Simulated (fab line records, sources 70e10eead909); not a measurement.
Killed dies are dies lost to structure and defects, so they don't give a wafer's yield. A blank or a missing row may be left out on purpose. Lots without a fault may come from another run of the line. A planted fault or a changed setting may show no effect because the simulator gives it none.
Chamber matching | flow nand_harc | NHARC_P_GATE_DEP_103 on pecvd-01: 3 sister chambers
The step deposits SiON, target thk 30 nm. 16 wafers are shown with their chamber, then 8 later ones without.

WAFERS WITH THEIR CHAMBER
wafer  | chamber | heater_power_w (W)
L661.2 | 2       | 756
L661.4 | 1       | 678
L661.6 | 1       | 665
L664.2 | 0       | 766
L664.3 | 1       | 612
L664.4 | 1       | 624
L667.2 | 2       | 744
L667.3 | 0       | 736
L667.4 | 1       | 585
L668.1 | 1       | 655
L668.5 | 1       | 672
L668.6 | 2       | 757
L669.1 | 1       | 647
L669.2 | 0       | 748
L669.5 | 1       | 647
L678.2 | 2       | 682

SIGNATURES (means of the wafers above)
reading        | chamber 0 | chamber 1 | chamber 2 | scatter within a chamber
heater_power_w | 750.00    | 642.78    | 734.75    | 30
Rule: a wafer's distance from a chamber is the root of the sum, over the readings, of the square of ((its reading less the chamber's mean) divided by the reading's scatter). The wafer belongs to the nearest chamber; if the next one is less than 2 further off, it can't be placed. The scatter: the root of (the sum of the squares of (reading less its chamber's mean) over the shown wafers, divided by (wafers less chambers)).

WAFERS WITHOUT THEIR CHAMBER
wafer  | heater_power_w (W)
L678.3 | 576
L678.6 | 716
L677.4 | 795
L677.5 | 571
L677.6 | 750
L682.2 | 575
L682.5 | 730
L682.6 | 791

WHICH CHAMBER EACH WENT THROUGH
wafer  | from the rows above          | in truth
L678.3 | 1                            | 1
L678.6 | can't be placed: 2 or 0 or 1 | 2
L677.4 | can't be placed: 0 or 2      | 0
L677.5 | 1                            | 1
L677.6 | can't be placed: 0 or 2      | 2
L682.2 | 1                            | 1
L682.5 | can't be placed: 2 or 0      | 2
L682.6 | can't be placed: 0 or 2      | 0
Placed correctly: 3 of 8. Can't be placed from these rows: 5 (the true chamber is among the candidates in 5). Placed wrongly: 0.
